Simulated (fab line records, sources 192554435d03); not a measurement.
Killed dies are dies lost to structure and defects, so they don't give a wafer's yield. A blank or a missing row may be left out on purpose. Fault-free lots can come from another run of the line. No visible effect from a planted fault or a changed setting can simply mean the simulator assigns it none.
Matching of chambers	flow n5 finfet	N5_HKMG_FIN_ALD_21 on ald metal-03 has 4 sister chambers
The step deposits TiN, target thk 1.5 nm, pulse time 1 s, purge time 3 s. 8 wafers are shown with their chamber, then 8 later ones without.

## WAFERS PAIRED WITH THEIR CHAMBERS
wafer	chamber	heater power w (W)	precursor pulse height rel
L079.4	2	928	0.996
L080.3	2	906	1.037
L086.1	0	1007	1.015
L086.4	3	952	1.037
L088.1	3	960	0.989
L088.2	0	1039	1.029
L088.6	1	782	0.978
L089.1	1	811	1.014

## WAFERS WITH NO CHAMBER GIVEN
wafer	heater power w (W)	precursor pulse height rel
L089.3	921	1.002
L089.5	807	1.002
L092.1	946	1.003
L092.2	1021	0.982
L092.6	814	0.991
L097.2	925	0.990
L097.3	983	0.999
L097.6	971	0.998

## EACH ONE'S CHAMBER
wafer	from the rows above	in truth
L089.3	can't be placed: 2 or 3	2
L089.5	1	1
L092.1	can't be placed: 3 or 2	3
L092.2	0	0
L092.6	1	1
L097.2	can't be placed: 2 or 3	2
L097.3	can't be placed: 3 or 0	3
L097.6	3	3
Placed correctly: 4 of 8. From these rows, 4 cannot be placed; in 4 the true chamber is one of the candidates. 0 placed wrongly.
How it was worked out, from the rows above alone: a wafer's distance from a chamber is the root of the sum, over the readings, of the square of ((its reading less the chamber's mean) divided by the reading's scatter). The wafer belongs to the nearest chamber; if the next one is less than 2 further off, it can't be placed. For every chamber, the mean is computed from those of its wafers that are shown. The scatter is the square root of a quotient: the sum, over the shown wafers, of each reading's squared deviation from its chamber's mean, divided by wafers minus chambers.
